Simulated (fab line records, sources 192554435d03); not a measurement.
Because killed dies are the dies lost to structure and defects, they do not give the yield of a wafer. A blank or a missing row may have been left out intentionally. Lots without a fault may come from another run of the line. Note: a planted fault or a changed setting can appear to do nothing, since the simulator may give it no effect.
Matching of chambers    flow n5Finfet    4 sister chambers for N5_DUMMY_GATE_ETCH_31 on rieDiel-04
The step etches SiO2 in C4F6/O2, target depth 82.5 nm, time 27.5 s. 14 wafers are shown with their chamber, then 7 later ones without.

## WAFERS PAIRED WITH THEIR CHAMBERS
wafer   chamber  rfVppV (V)  oesProductAu (a.u.)  throttleValvePct (%)
L074.2  3        671         0.74                 21.58
L074.3  0        672         0.73                 21.32
L074.4  1        662         0.93                 21.13
L075.1  1        662         0.93                 21.13
L075.4  3        672         0.74                 21.59
L075.5  3        672         0.74                 21.58
L083.1  3        672         0.72                 21.60
L083.2  0        672         0.71                 21.35
L083.6  3        671         0.72                 21.61
L087.3  2        635         0.79                 21.03
L087.4  3        670         0.73                 21.62
L087.5  2        633         0.79                 21.05
L089.1  2        636         0.79                 21.05
L089.3  0        673         0.71                 21.38

SIGNATURES (means of the wafers above)
reading           chamber 0  chamber 1  chamber 2  chamber 3  scatter within a chamber
rfVppV            672.33     662.00     634.67     671.33     0.931
oesProductAu      0.7167     0.9300     0.7900     0.7317     0.00866
throttleValvePct  21.3500    21.1300    21.0433    21.5967    0.0184
Rule: for each reading, subtract the chamber's mean from the wafer's reading, divide by that reading's scatter and square the result; add these up over the readings and take the root, which gives the wafer's distance from the chamber. The wafer belongs to the nearest chamber; if the next one is less than 2 further off, it can't be placed. The scatter: the root of (the sum of the squares of (reading less its chamber's mean) over the shown wafers, divided by (wafers less chambers)).

## WAFERS WHOSE CHAMBER IS MISSING
wafer   rfVppV (V)  oesProductAu (a.u.)  throttleValvePct (%)
L089.4  661         0.87                 21.17
L090.1  672         0.71                 21.35
L090.2  672         0.72                 21.63
L090.6  671         0.72                 21.62
L095.1  674         0.70                 21.37
L095.2  660         0.85                 21.17
L095.3  634         0.77                 21.06

## CHAMBER TAKEN BY EACH
wafer   from the rows above  in truth
L089.4  1                    1
L090.1  0                    0
L090.2  3                    3
L090.6  3                    3
L095.1  0                    0
L095.2  1                    1
L095.3  2                    2
Correct placement for 7 of the 7. Number that these rows cannot place: 0. Number placed wrongly: 0.
